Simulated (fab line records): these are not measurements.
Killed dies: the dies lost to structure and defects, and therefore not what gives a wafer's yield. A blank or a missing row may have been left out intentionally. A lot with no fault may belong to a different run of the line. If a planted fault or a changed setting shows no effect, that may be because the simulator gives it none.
Matching of chambers / flow nand_harc / rie_diel-07 running NHARC_P_CONTACT_DESCUM_17: 4 sister chambers
The step chemistry O2, time 3 s. 16 wafers are shown with their chamber, then 8 later ones without.

== EACH WAFER AND ITS CHAMBER ==
wafer=L076.2; chamber=1; drypump_motor_current_A (A)=6.3; oes_product_au (a.u.)=0.993; rf_vpp_V (V)=59.0
wafer=L076.3; chamber=2; drypump_motor_current_A (A)=6.1; oes_product_au (a.u.)=1.030; rf_vpp_V (V)=57.4
wafer=L076.4; chamber=3; drypump_motor_current_A (A)=5.9; oes_product_au (a.u.)=0.999; rf_vpp_V (V)=58.3
wafer=L082.3; chamber=0; drypump_motor_current_A (A)=5.7; oes_product_au (a.u.)=0.985; rf_vpp_V (V)=58.6
wafer=L082.4; chamber=2; drypump_motor_current_A (A)=6.1; oes_product_au (a.u.)=1.018; rf_vpp_V (V)=56.7
wafer=L082.5; chamber=1; drypump_motor_current_A (A)=6.3; oes_product_au (a.u.)=1.000; rf_vpp_V (V)=57.3
wafer=L085.2; chamber=3; drypump_motor_current_A (A)=5.9; oes_product_au (a.u.)=0.984; rf_vpp_V (V)=56.3
wafer=L085.3; chamber=1; drypump_motor_current_A (A)=6.3; oes_product_au (a.u.)=0.987; rf_vpp_V (V)=57.7
wafer=L085.4; chamber=2; drypump_motor_current_A (A)=6.1; oes_product_au (a.u.)=1.014; rf_vpp_V (V)=59.8
wafer=L086.1; chamber=3; drypump_motor_current_A (A)=5.9; oes_product_au (a.u.)=0.995; rf_vpp_V (V)=56.8
wafer=L086.4; chamber=2; drypump_motor_current_A (A)=6.1; oes_product_au (a.u.)=1.019; rf_vpp_V (V)=57.2
wafer=L086.6; chamber=1; drypump_motor_current_A (A)=6.3; oes_product_au (a.u.)=0.985; rf_vpp_V (V)=58.4
wafer=L088.2; chamber=1; drypump_motor_current_A (A)=6.3; oes_product_au (a.u.)=0.982; rf_vpp_V (V)=56.0
wafer=L088.3; chamber=3; drypump_motor_current_A (A)=5.9; oes_product_au (a.u.)=0.983; rf_vpp_V (V)=56.5
wafer=L088.5; chamber=1; drypump_motor_current_A (A)=6.3; oes_product_au (a.u.)=0.980; rf_vpp_V (V)=58.9
wafer=L091.1; chamber=1; drypump_motor_current_A (A)=6.2; oes_product_au (a.u.)=0.999; rf_vpp_V (V)=57.5

SIGNATURES (averages over the wafers above)
reading=drypump_motor_current_A; chamber 0=5.700; chamber 1=6.286; chamber 2=6.100; chamber 3=5.900; scatter within a chamber=0.0267
reading=oes_product_au; chamber 0=0.98500; chamber 1=0.98943; chamber 2=1.02025; chamber 3=0.99025; scatter within a chamber=0.00773
reading=rf_vpp_V; chamber 0=58.600; chamber 1=57.829; chamber 2=57.775; chamber 3=56.975; scatter within a chamber=1.11
Rule: for a wafer and a chamber, the distance is found by dividing, reading by reading, the gap between the wafer's reading and the chamber's mean by the reading's scatter, squaring, summing and taking the root. The wafer belongs to the nearest chamber; if the next one is less than 2 further off, it can't be placed. The scatter: the root of (the sum of the squares of (reading less its chamber's mean) over the shown wafers, divided by (wafers less chambers)).

== WAFERS WITHOUT THEIR CHAMBER ==
wafer=L091.3; drypump_motor_current_A (A)=6.1; oes_product_au (a.u.)=1.019; rf_vpp_V (V)=59.0
wafer=L091.4; drypump_motor_current_A (A)=5.7; oes_product_au (a.u.)=1.010; rf_vpp_V (V)=57.4
wafer=L093.3; drypump_motor_current_A (A)=6.3; oes_product_au (a.u.)=0.977; rf_vpp_V (V)=57.9
wafer=L093.5; drypump_motor_current_A (A)=5.8; oes_product_au (a.u.)=1.001; rf_vpp_V (V)=58.0
wafer=L093.6; drypump_motor_current_A (A)=5.9; oes_product_au (a.u.)=0.988; rf_vpp_V (V)=58.8
wafer=L095.2; drypump_motor_current_A (A)=5.7; oes_product_au (a.u.)=0.997; rf_vpp_V (V)=57.3
wafer=L095.5; drypump_motor_current_A (A)=5.7; oes_product_au (a.u.)=1.008; rf_vpp_V (V)=58.2
wafer=L095.6; drypump_motor_current_A (A)=6.3; oes_product_au (a.u.)=0.986; rf_vpp_V (V)=57.9

== CHAMBER TAKEN BY EACH ==
wafer=L091.3; from the rows above=2; in truth=2
wafer=L091.4; from the rows above=0; in truth=0
wafer=L093.3; from the rows above=1; in truth=1
wafer=L093.5; from the rows above=can't be placed: 3 or 0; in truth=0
wafer=L093.6; from the rows above=3; in truth=3
wafer=L095.2; from the rows above=0; in truth=0
wafer=L095.5; from the rows above=0; in truth=0
wafer=L095.6; from the rows above=1; in truth=1
Correct placement for 7 of the 8. These rows do not allow placing 1 (true chamber among the candidates in 1). 0 placed wrongly.
